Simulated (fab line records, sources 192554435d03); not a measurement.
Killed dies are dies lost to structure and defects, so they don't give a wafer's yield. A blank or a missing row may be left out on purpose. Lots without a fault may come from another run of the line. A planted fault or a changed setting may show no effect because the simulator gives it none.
A struck lot beside a sound one | flow n5_finfet | 27 steps out of a route of 1938
Sound: wafers L427.1, L427.3, L427.5. Struck: wafers L435.2, L435.3, L435.6. The cause comes at the end.
At each step with rows: each side's tool, then ch and its chambers, then its first start. Under that, the readings that differ: sound wafers | struck wafers | difference of the means | sigmas: that difference in standard deviations of wafers without a fault.
alike: readings whose means differ by less than 2 such deviations, and words and numbers that are the same on both sides. not compared: withheld readings, readings that some wafer has no value for, bounds like >300 that may hide the same value, and numbers for which the record gives no deviation and whose values overlap.
The two part at a step that has a row with sigmas, a row that says differs or no value, or rows on one side only. Numbers that don't overlap but have no deviation are shown without sigmas and don't part them. A reading that every wafer of one side lacks parts them only if that side has two wafers or more.

N5_BEOL_M11_SPUTTER_48: material Cu, target thk 12 nm, time 2 s.
  sound on pvd_sputter-03, day 14 05:10; struck on pvd_sputter-02, day 15 04:08
  alike: substrate_temp_c, throttle_valve_pct
then, 1 step without rows for these wafers: N5_BEOL_M11_ECD_50 (material Cu, target thk 318 nm).
N5_BEOL_M11_ANNEAL_51: time 90 s.
  sound on rtp_anneal-01 ch 0, day 14 05:28; struck on rtp_anneal-01 ch 0, day 15 04:34
  alike: wafer_temp_C_max
N5_BEOL_M11_CMP_52: polishes, stops on SiCOH lowk, t overpolish 7 s, target thk 140 nm.
  sound on cmp-04 ch 0,1,2, day 14 05:50; struck on cmp-02 ch 1,2,3, day 15 04:53
  reading                | sound    | struck   | difference | sigmas
  time_to_endpoint_s (s) | 63 68 64 | 72 70 76 | +8         | +2
  alike: barrier_field_endpoint_s, motor_current_A, overpolish_run_s
N5_BEOL_M11_THK_MEAS_53: measures by xrf.
  sound on film_metro-02, day 14 06:03; struck on film_metro-01, day 15 05:07
  alike: M11_THK
then, 2 steps without rows for these wafers: N5_BEOL_M11_PRE_CLEAN_55 (time 15 s); N5_BEOL_M11_DEP_56 (deposits SiCN from 3MS/NH3, target thk 30 nm, time 10.5 s).
N5_BEOL_M11_RS_MEAS_57: measures by four-point-probe.
  sound on film_metro-02, day 14 06:10; struck on film_metro-02, day 15 05:14
  alike: M11_RS
N5_BEOL_M11_INSPECT_58: inspects for defects (darkfield).
  sound on defect_inspect-01, day 14 06:12; struck on defect_inspect-01, day 15 05:16
  alike: raw_defect_count
N5_BEOL_M12_ILD_DEP_00: deposits SiOC from DEMS/O2, target thk 658.92 nm, time 130.7 s.
  sound on pecvd-04 ch 0,1,2, day 14 06:14; struck on pecvd-03 ch 0,2, day 15 05:18
  alike: heater_power_w, showerhead_plenum_p_Torr, throttle_valve_pct
N5_BEOL_M12_THK_MEAS_01:
  sound on film_metro-02, day 14 06:22; struck on film_metro-02, day 15 05:26
  alike: M12_ILD_THK
then, 1 step without rows for these wafers: N5_BEOL_M12_COAT_58 (time 60 s, resist thk 89 nm).
N5_BEOL_M12_COAT_04: resist thk 400 nm.
  sound on litho_track-05 ch 0, day 14 06:24; struck on litho_track-02 ch 0, day 15 05:28
  reading                                    | sound                | struck               | difference | sigmas
  spin_speed_rpm (rpm)                       | 1625.0 1625.6 1625.1 | 1550.6 1551.8 1549.0 | -74.8      | -68
  model.coat_of_BEOL_M12_COAT_04.thk_nm (nm) | 400 401.4 400.8      | 409.2 408.8 409.2    | +8.3       |
then, 6 steps without rows for these wafers: N5_BEOL_M12_EBR_06; N5_BEOL_M12_SOFTBAKE_05 (time 60 s); N5_BEOL_M12_EXPOSE_07 (exposes mask V11); N5_BEOL_M12_PEB_08 (peb time 90 s); N5_BEOL_M12_DEVELOP_09 (develop time 45 s); N5_BEOL_M12_HARDBAKE_14 (time 120 s).
N5_BEOL_M12_CD_MEAS_10: target cd 140 nm.
  sound on cd_sem-03 ch 0, day 14 06:40; struck on cd_sem-01 ch 0, day 15 05:52
  alike: cd_nm
N5_BEOL_M12_OVL_MEAS_11:
  sound on overlay-02 ch 0, day 14 06:42; struck on overlay-01 ch 0, day 15 05:53
  alike: V11_OVL
N5_BEOL_M12_INSPECT_12: inspects for defects (macro).
  sound on defect_inspect-02, day 14 06:44; struck on defect_inspect-02, day 15 05:55
  alike: raw_defect_count
then, 2 steps without rows for these wafers: N5_BEOL_M12_DESCUM_15 (chemistry O2, time 7.9 s); N5_BEOL_M12_ETCH_59 (etches BARC in N2/H2, target depth 89 nm, overetch 26.7 nm, time 67.9 s).
N5_BEOL_M12_VIA_ETCH_16: etches SiOC in C4F8/O2/Ar, target depth 724.8 nm.
  sound on rie_diel-06 ch 0,2,3, day 14 06:55; struck on rie_diel-06 ch 0,1,2, day 15 06:14
  reading                                    | sound             | struck            | difference | sigmas
  model.coat_of_BEOL_M12_COAT_04.thk_nm (nm) | 125.6 125.2 122.2 | 131.6 133.6 131.8 | +8.0       |
  alike: drypump_motor_current_A, oes_product_au, rf_vpp_V, showerhead_plenum_p_Torr, throttle_valve_pct
N5_BEOL_M12_STRIP_63: strips in N2/H2.
  sound on plasma_asher-02 ch 1, day 14 07:07; struck on plasma_asher-01 ch 0,1, day 15 06:25
  reading                      | sound          | struck         | difference | sigmas
  strip_time_to_endpoint_s (s) | 43.2 43.0 42.3 | 44.8 45.3 44.9 | +2.2       | +3
  alike: drypump_motor_current_A, heater_power_w, oes_product_au
  not compared: rf_hours_counter_h
N5_BEOL_M12_STRIP_64: strips in N2/H2.
  sound on plasma_asher-02 ch 1, day 14 07:11; struck on plasma_asher-01 ch 0,1, day 15 06:29
  alike: drypump_motor_current_A, heater_power_w, oes_product_au, strip_time_to_endpoint_s
  not compared: rf_hours_counter_h

WHERE THEY PART
First at N5_BEOL_M11_CMP_52; last, within this record, at N5_BEOL_M12_STRIP_63. Later steps at which nothing parts them and some readings are alike: N5_BEOL_M12_STRIP_64.

WHY: what the simulator had put in
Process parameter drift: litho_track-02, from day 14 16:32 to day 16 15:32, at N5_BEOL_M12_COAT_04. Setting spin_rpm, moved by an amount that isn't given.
